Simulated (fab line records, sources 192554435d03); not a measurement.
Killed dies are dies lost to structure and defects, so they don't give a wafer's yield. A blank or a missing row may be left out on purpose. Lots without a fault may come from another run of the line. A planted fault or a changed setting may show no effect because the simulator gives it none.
Which tool did it? | flow n5_finfet | 22 lots, 66 wafers sampled, at 2 steps of a route of 1938

WHAT THE GAUGES READ, wafer by wafer
N5_FIN_SAQP_INSPECT_18: inspects for defects (brightfield). Usual: raw_defect_count 427, standard deviation 120.
lot  | measured    | on                | raw_defect_count | flag
L074 | day 1 22:23 | defect_inspect-01 | 352 354 326      |
L075 | day 2 04:10 | defect_inspect-02 | 278 440 249      |
L076 | day 2 10:53 | defect_inspect-02 | 383 307 401      |
L077 | day 2 15:50 | defect_inspect-01 | 401 426 406      |
L078 | day 2 21:47 | defect_inspect-02 | 371 359 417      |
L079 | day 3 06:06 | defect_inspect-01 | 562 436 580      |
L080 | day 3 10:44 | defect_inspect-02 | 284 235 318      |
L081 | day 3 16:27 | defect_inspect-02 | 436 568 533      |
L082 | day 3 22:42 | defect_inspect-02 | 336 540 609      |
L084 | day 4 11:19 | defect_inspect-02 | 563 770 613      |
L085 | day 4 16:59 | defect_inspect-02 | 411 321 316      |
L086 | day 4 23:13 | defect_inspect-02 | 507 479 456      |
L087 | day 5 05:54 | defect_inspect-02 | 635 544 689      |
L088 | day 5 10:38 | defect_inspect-02 | 682 384 318      |
L089 | day 5 16:41 | defect_inspect-01 | 459 383 405      |
L090 | day 5 23:21 | defect_inspect-02 | 398 487 361      |
L091 | day 6 04:29 | defect_inspect-02 | 375 267 432      |
L092 | day 6 13:47 | defect_inspect-02 | 416 532 387      |
L093 | day 6 17:04 | defect_inspect-02 | 444 325 319      |
L095 | day 7 04:00 | defect_inspect-01 | 392 279 376      |
L096 | day 7 10:41 | defect_inspect-02 | 391 291 221      |
L097 | day 7 16:01 | defect_inspect-01 | 397 449 579      |

WHICH TOOL RAN EACH LOT (tool, then ch and the chambers of the sampled wafers, then the start)
lot  | N5_FIN_SAQP_DENSIFY_62
L074 | rtp_anneal-01 ch 0, day 1 21:19
L075 | rtp_anneal-02 ch 0, day 2 03:14
L076 | rtp_anneal-01 ch 0, day 2 09:50
L077 | rtp_anneal-02 ch 0, day 2 14:55
L078 | rtp_anneal-02 ch 0, day 2 20:51
L079 | rtp_anneal-02 ch 0, day 3 05:04
L080 | rtp_anneal-02 ch 0, day 3 09:42
L081 | rtp_anneal-01 ch 0, day 3 15:23
L082 | rtp_anneal-02 ch 0, day 3 21:41
L084 | rtp_anneal-02 ch 0, day 4 10:13
L085 | rtp_anneal-01 ch 0, day 4 15:59
L086 | rtp_anneal-01 ch 0, day 4 22:00
L087 | rtp_anneal-01 ch 0, day 5 04:53
L088 | rtp_anneal-02 ch 0, day 5 09:34
L089 | rtp_anneal-02 ch 0, day 5 15:37
L090 | rtp_anneal-02 ch 0, day 5 22:17
L091 | rtp_anneal-02 ch 0, day 6 03:34
L092 | rtp_anneal-01 ch 0, day 6 12:44
L093 | rtp_anneal-02 ch 0, day 6 16:00
L095 | rtp_anneal-01 ch 0, day 7 02:56
L096 | rtp_anneal-01 ch 0, day 7 09:39
L097 | rtp_anneal-02 ch 0, day 7 15:09
- N5_FIN_SAQP_DENSIFY_62: time 60 s.

WHAT THE TOOLS THEMSELVES READ (means of the sampled wafers that have a number; where no wafer has one, the mark that the record gives instead)
N5_FIN_SAQP_DENSIFY_62. Usual: lamp_power_pct 9.85 %, standard deviation 0.053; lamp_zone_4_pct 9.838 %, standard deviation 0.0097; lamp_zone_5_pct 9.846 %, standard deviation 0.0092; wafer_temp_C_max 703.3, standard deviation 0.63.
lot  | tool          | lamp_power_pct (%) | lamp_zone_4_pct (%) | lamp_zone_5_pct (%) | wafer_temp_C_max | flag
L074 | rtp_anneal-01 | 9.84               | 9.834               | 9.847               | 703.4            |
L075 | rtp_anneal-02 | 9.89               | 9.837               | 9.855               | 703.2            |
L076 | rtp_anneal-01 | 9.80               | 9.838               | 9.849               | 703.4            |
L077 | rtp_anneal-02 | 9.87               | 9.829               | 9.849               | 703.3            |
L078 | rtp_anneal-02 | 9.81               | 9.838               | 9.843               | 703.3            |
L079 | rtp_anneal-02 | 9.88               | 9.827               | 9.838               | 702.7            |
L080 | rtp_anneal-02 | 9.90               | 9.839               | 9.849               | 703.7            |
L081 | rtp_anneal-01 | 9.82               | 9.837               | 9.841               | 703.3            |
L082 | rtp_anneal-02 | 9.84               | 9.839               | 9.846               | 704.2            |
L084 | rtp_anneal-02 | 9.85               | 9.833               | 9.861               | 703.6            |
L085 | rtp_anneal-01 | 9.83               | 9.838               | 9.846               | 703.5            |
L086 | rtp_anneal-01 | 9.83               | 9.839               | 9.847               | 703.0            |
L087 | rtp_anneal-01 | 9.85               | 9.838               | 9.859               | 703.2            |
L088 | rtp_anneal-02 | 9.88               | 9.848               | 9.842               | 703.2            |
L089 | rtp_anneal-02 | 9.83               | 9.839               | 9.849               | 704.2            |
L090 | rtp_anneal-02 | 9.83               | 9.829               | 9.850               | 702.9            |
L091 | rtp_anneal-02 | 9.82               | 9.842               | 9.842               | 703.5            |
L092 | rtp_anneal-01 | 9.83               | 9.839               | 9.845               | 703.3            |
L093 | rtp_anneal-02 | 9.80               | 9.837               | 9.836               | 703.5            |
L095 | rtp_anneal-01 | 9.84               | 9.833               | 9.846               | 703.1            |
L096 | rtp_anneal-01 | 9.86               | 9.832               | 9.842               | 703.0            |
L097 | rtp_anneal-02 | 9.86               | 9.839               | 9.849               | 703.7            |

THE ANSWER, worked out from the rows above alone
Rule: a lot is off if the mean of its wafers that have a number lies more than 3 standard deviations from the usual mean. A lot without any number at a reading at which 4 lots or more have one is off too. The other lots that the step has rows for count as sound. The gauges are gone through in route order, then the tools' own readings, and for those a lot's mean is taken as printed above. The first step at which some lot is off is used, and at that step the reading that is off furthest; a lot without a number counts as furthest.
No lot is off at any reading shown: from this, nothing can be told.

WHAT THE SIMULATOR HAD PUT IN
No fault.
